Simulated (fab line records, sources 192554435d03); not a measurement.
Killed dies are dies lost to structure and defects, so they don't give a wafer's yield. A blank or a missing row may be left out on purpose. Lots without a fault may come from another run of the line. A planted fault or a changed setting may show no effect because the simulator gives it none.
Chamber matching | flow n5_finfet | N5_BEOL_M15_CMP_49 on cmp-01: 4 sister chambers
The step polishes, stops on SiO2, t overpolish 4.9 s, target thk 850 nm. 4 wafers are shown with their chamber, then 11 later ones without.

WAFERS WITH THEIR CHAMBER
wafer  | chamber | motor_current_A (A)
L093.3 | 2       | 6.2
L093.5 | 0       | 8.1
L093.6 | 3       | 8.3
L092.1 | 1       | 7.9

WAFERS WITHOUT THEIR CHAMBER
wafer  | motor_current_A (A)
L092.2 | 8.1
L092.5 | 7.9
L094.2 | 8.0
L094.3 | 8.2
L094.6 | 8.2
L095.2 | 7.9
L095.5 | 8.3
L095.6 | 7.7
L096.4 | 7.7
L096.5 | 7.7
L096.6 | 6.0

WHICH CHAMBER EACH WENT THROUGH
wafer  | from the rows above          | in truth
L092.2 | can't be placed: 0 or 1 or 3 | 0
L092.5 | can't be placed: 1 or 0      | 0
L094.2 | can't be placed: 0 or 1 or 3 | 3
L094.3 | can't be placed: 0 or 3 or 1 | 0
L094.6 | can't be placed: 0 or 3 or 1 | 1
L095.2 | can't be placed: 1 or 0      | 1
L095.5 | can't be placed: 3 or 0      | 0
L095.6 | can't be placed: 1 or 0      | 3
L096.4 | can't be placed: 1 or 0      | 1
L096.5 | can't be placed: 1 or 0      | 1
L096.6 | 2                            | 2
Placed correctly: 1 of 11. Can't be placed from these rows: 10 (the true chamber is among the candidates in 9). Placed wrongly: 0.
How it was worked out, from the rows above alone: a wafer's distance from a chamber is the root of the sum, over the readings, of the square of ((its reading less the chamber's mean) divided by the reading's scatter). The wafer belongs to the nearest chamber; if the next one is less than 2 further off, it can't be placed. A chamber's mean is the mean of its shown wafers. The scatter: with one shown wafer a chamber, the root of the mean of the squares of how far each hidden wafer lies from its nearest shown one.
